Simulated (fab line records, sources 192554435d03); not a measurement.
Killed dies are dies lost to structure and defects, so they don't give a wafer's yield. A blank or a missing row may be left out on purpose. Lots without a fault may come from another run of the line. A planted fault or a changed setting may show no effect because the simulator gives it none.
A struck lot beside a sound one | flow n5_finfet | 24 steps out of a route of 1938
Sound: wafers L117.1, L117.2, L117.4. Struck: wafers L116.1, L116.3, L116.4. The cause comes at the end.
At each step with rows: each side's tool, then ch and its chambers, then its first start. Under that, the readings that differ: sound wafers | struck wafers | difference of the means | sigmas: that difference in standard deviations of wafers without a fault.
alike: readings whose means differ by less than 2 such deviations, and words and numbers that are the same on both sides. not compared: withheld readings, readings that some wafer has no value for, bounds like >300 that may hide the same value, and numbers for which the record gives no deviation and whose values overlap.
The two part at a step that has a row with sigmas, a row that says differs or no value, or rows on one side only. Numbers that don't overlap but have no deviation are shown without sigmas and don't part them. A reading that every wafer of one side lacks parts them only if that side has two wafers or more.

first, 11 steps without rows for these wafers: N5_BEOL_M5_STRIP_63 (strips in N2/H2); N5_BEOL_M5_STRIP_73 (strips in N2/H2); N5_BEOL_M5_STRIP_64 (strips in CF4); N5_BEOL_M5_HM_OPEN_17 (chemistry Cl2/BCl3, target TiN, target depth 20 nm, overetch 6 nm); N5_BEOL_M5_STRIP_19 (strips in O2); N5_BEOL_M5_COAT_65 (time 60 s, resist thk 60 nm); N5_BEOL_M5_COAT_66 (time 60 s, resist thk 12 nm); N5_BEOL_M5_COAT_74 (time 60 s, resist thk 5 nm); N5_BEOL_M5_COAT_22 (resist thk 30 nm); N5_BEOL_M5_EBR_24; N5_BEOL_M5_SOFTBAKE_23 (time 60 s).
N5_BEOL_M5_EXPOSE_25: exposes mask V4, defocus 10 nm.
  sound on euv_scanner-02 ch 0, day 13 06:38; struck on euv_scanner-01 ch 0, day 12 21:59
  reading              | sound             | struck            | difference | sigmas
  exposure_dose_mJ_cm2 | 52.51 52.51 52.52 | 50.74 50.70 50.67 | -1.81      | -21
  alike: mask, reticle_temp_C
then, 2 steps without rows for these wafers: N5_BEOL_M5_PEB_26 (peb time 60 s); N5_BEOL_M5_DEVELOP_27 (develop time 30 s).
N5_BEOL_M5_CD_MEAS_28: target cd 30.6 nm, target cd y 20 nm.
  sound on cd_sem-03 ch 0, day 13 06:46; struck on cd_sem-02 ch 0, day 12 22:08
  reading    | sound             | struck            | difference | sigmas
  cd_nm (nm) | 30.96 31.09 30.82 | 29.77 29.55 29.69 | -1.29      | -5
then, 1 step without rows for these wafers: N5_BEOL_M5_DESCUM_33 (chemistry O2, time 7 s).
N5_BEOL_M5_ETCH_75: etches underlayer in N2/H2, target depth 6.5 nm, time 5.2 s.
  sound on rie_diel-03 ch 0,1,2, day 13 06:56; struck on rie_diel-03 ch 1,2,3, day 12 22:17
  reading                  | sound        | struck       | difference | sigmas
  model.BEOL_M5.cd_nm (nm) | 28.2 28 28.2 | 27.2 27 27.2 | -1.0       |
  alike: drypump_motor_current_A, etch_rf_on_time_s, oes_product_au, rf_vpp_V, showerhead_plenum_p_Torr, throttle_valve_pct
  not compared: rf_hours_counter_h
then, 4 steps without rows for these wafers: N5_BEOL_M5_ETCH_67 (etches SiARC in CF4, target depth 15.6 nm, time 26 s); N5_BEOL_M5_ETCH_68 (etches SOC in N2/H2, target depth 80 nm, overetch 16 nm, time 120 s); N5_BEOL_M5_STRIP_69 (strips in N2/H2); N5_BEOL_M5_STRIP_76 (strips in N2/H2).
N5_BEOL_M5_VIA_ETCH_34: etches SiCOH lowk in C4F6/O2, target depth 88.3 nm, time 39.2 s.
  sound on rie_diel-03 ch 0,1,2, day 13 07:05; struck on rie_diel-03 ch 1,2,3, day 12 22:26
  reading                  | sound          | struck       | difference | sigmas
  model.BEOL_M5.cd_nm (nm) | 28.2 27.8 28.2 | 27.2 27 27.4 | -0.9       |
  alike: drypump_motor_current_A, oes_ar_750_au, oes_product_au, rf_vpp_V, showerhead_plenum_p_Torr, throttle_valve_pct
  not compared: rf_hours_counter_h
then, 1 step without rows for these wafers: N5_BEOL_M5_STRIP_85 (strips in C4F6/O2).
-- the record jumps here: 4 days lie between the struck wafers' starts before and after (it left off in module BEOL_M5 and takes up again in module PASSIVATION, whose first step shown is number 1936 of the route) --
N5_PASSIVATION_PROBE_49:
  the record has rows for the struck wafers here (prober-01, day 16 20:37) and none for the sound ones

WHERE THEY PART
First at N5_BEOL_M5_EXPOSE_25; last, within this record, at N5_PASSIVATION_PROBE_49.

WHY: what the simulator had put in
Process parameter drift: euv_scanner-01, from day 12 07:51 on, at N5_BEOL_M5_EXPOSE_25. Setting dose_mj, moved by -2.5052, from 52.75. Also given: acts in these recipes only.
